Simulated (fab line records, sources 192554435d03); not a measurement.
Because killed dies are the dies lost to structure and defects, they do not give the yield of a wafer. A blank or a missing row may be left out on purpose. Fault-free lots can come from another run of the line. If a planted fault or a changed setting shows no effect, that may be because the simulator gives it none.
One fault through the eyes of 2 desks -- flow n5 finfet -- each desk has only its own numbers; what lay behind them comes last

FOR THE TOOL OWNER'S DESK: ald sin-03
The tool's own readings at N5_BEOL_M0_SAQP_ALD_48 (deposits SiO2, target thk 20 nm, pulse time 1 s, co reactant pulse time 1 s): means of the sampled wafers that have a number, for each lot that ran on this tool. Marked OUT: a lot whose mean sits more than 4 standard deviations from the usual mean, which makes it out of limits; the brackets give that distance.
Columns: A = heater power w at N5_BEOL_M0_SAQP_ALD_48, usual 75 W; B = precursor pulse height rel at N5_BEOL_M0_SAQP_ALD_48, usual 1.001
lot,first seen here,A,B
L410,day 6 08:04,79,0.996
L411,day 6 14:58,78,1.012
L416,day 7 20:53,84,0.986
L419,day 8 20:24,75,0.995
This desk's verdict: no lot among the 4 shows anything out of limits.

THE METROLOGY DESK
What the gauges read for every lot (on any tool): the sampled wafers with a number, averaged. Marked OUT: a lot whose mean sits more than 4 standard deviations from the usual mean, which makes it out of limits; the brackets give that distance. Readings shown: 7 of its 10, picked as those furthest out on some lot.
Columns: A = DIBL_N at N5_BEOL_M4_RC_MEAS_101, usual 36.2 mV/V; B = ION_N at N5_BEOL_M4_RC_MEAS_101, usual 675 uA/um; C = ION_P at N5_BEOL_M4_RC_MEAS_101, usual 464 uA/um; D = SS_N at N5_BEOL_M4_RC_MEAS_101, usual 71.5 mV/dec; E = SS_P at N5_BEOL_M4_RC_MEAS_101, usual 73.4 mV/dec; F = VT_N at N5_BEOL_M4_RC_MEAS_101, usual 250.4 mV; G = VT_P at N5_BEOL_M4_RC_MEAS_101, usual -250 mV
lot,first seen here,A,B,C,D,E,F,G
L410,day 8 17:38,37.3,668,460,72.0,73.5,253.2,-252
L411,day 8 18:03,35.6,656,451,71.4,72.9,253.5,-254
L416,day 10 02:59,36.3,693,473,71.4,73.6,247.9,-249
L419,day 11 11:46,35.9,668,453,71.0,73.1,249.5,-253
L423,day 12 12:49,35.7,677,460,71.0,72.9,250.4,-253
L424,day 12 15:55,36.3,669,461,72.2,73.5,250.8,-252
L428,day 13 14:35,36.0,673,461,71.4,73.1,248.2,-252
L427,day 13 19:52,37.7,666,464,72.3,73.5,250.7,-247
This desk's verdict: no lot among the 8 shows anything out of limits.

TAKEN TOGETHER
The desk of the tool owner found nothing out of limits.
Metrology desk: nothing out of limits seen.

WHAT HAD BEEN PUT IN BY THE SIMULATOR
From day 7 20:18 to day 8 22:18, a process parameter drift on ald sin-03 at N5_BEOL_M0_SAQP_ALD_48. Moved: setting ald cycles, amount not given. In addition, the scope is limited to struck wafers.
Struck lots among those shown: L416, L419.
